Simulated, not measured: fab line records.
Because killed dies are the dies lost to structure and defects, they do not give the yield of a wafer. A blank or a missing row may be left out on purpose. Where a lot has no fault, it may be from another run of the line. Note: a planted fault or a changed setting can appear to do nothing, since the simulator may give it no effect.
2 desks looking at one fault ; flow n5 finfet ; numbers are kept per desk, each desk with only its own; the story behind them comes last

AT THE METROLOGY DESK
Lot by lot, what the gauges showed, no matter which tool ran the lot: averages of those sampled wafers that carry a number. If a lot's mean is further than 4 standard deviations from the usual mean, the lot is out of limits and carries the mark OUT (the distance appears in the brackets).
Columns: A = cd nm at N5_BEOL_M2_CD_MEAS_28, usual 26.17 nm; B = V1_OVL at N5_BEOL_M2_OVL_MEAS_29, usual -0.3 nm; C = trench depth nm at N5_BEOL_M2_OCD_MEAS_38, usual 55.7 nm; D = cd nm at N5_BEOL_M2_CD_MEAS_35, usual 18.1 nm
lot;first seen here;A;B;C;D
L994;day 6 19:05;26.31;-0.7;55.3;18.0
L999;day 7 20:44;25.94;0.0;55.8;18.1
L104;day 9 11:26;26.27;0.3;55.6;18.2
L108;day 10 05:56;26.03;-0.4;55.8;17.9
L115;day 12 18:21;26.13;0.6;55.1;18.0
This desk's verdict: no lot among the 5 shows anything out of limits.

THE DEFECT DESK
For each lot, the counts of the inspections along the route, averaged over the sampled wafers that have a number. If a lot's mean is further than 4 standard deviations from the usual mean, the lot is out of limits and carries the mark OUT (the distance appears in the brackets).
Columns: A = raw defect count at N5_BEOL_M2_INSPECT_30, usual 403
lot;first seen here;A
L994;day 6 19:11;444
L999;day 7 20:50;369
L104;day 9 11:31;367
L108;day 10 06:01;416
L115;day 12 18:26;355
This desk's verdict: no lot among the 5 shows anything out of limits.

ALL TOGETHER
The metrology desk saw nothing out of limits.
Nothing the defect desk looked at was out of limits.

WHAT WAS PUT IN BY THE SIMULATOR
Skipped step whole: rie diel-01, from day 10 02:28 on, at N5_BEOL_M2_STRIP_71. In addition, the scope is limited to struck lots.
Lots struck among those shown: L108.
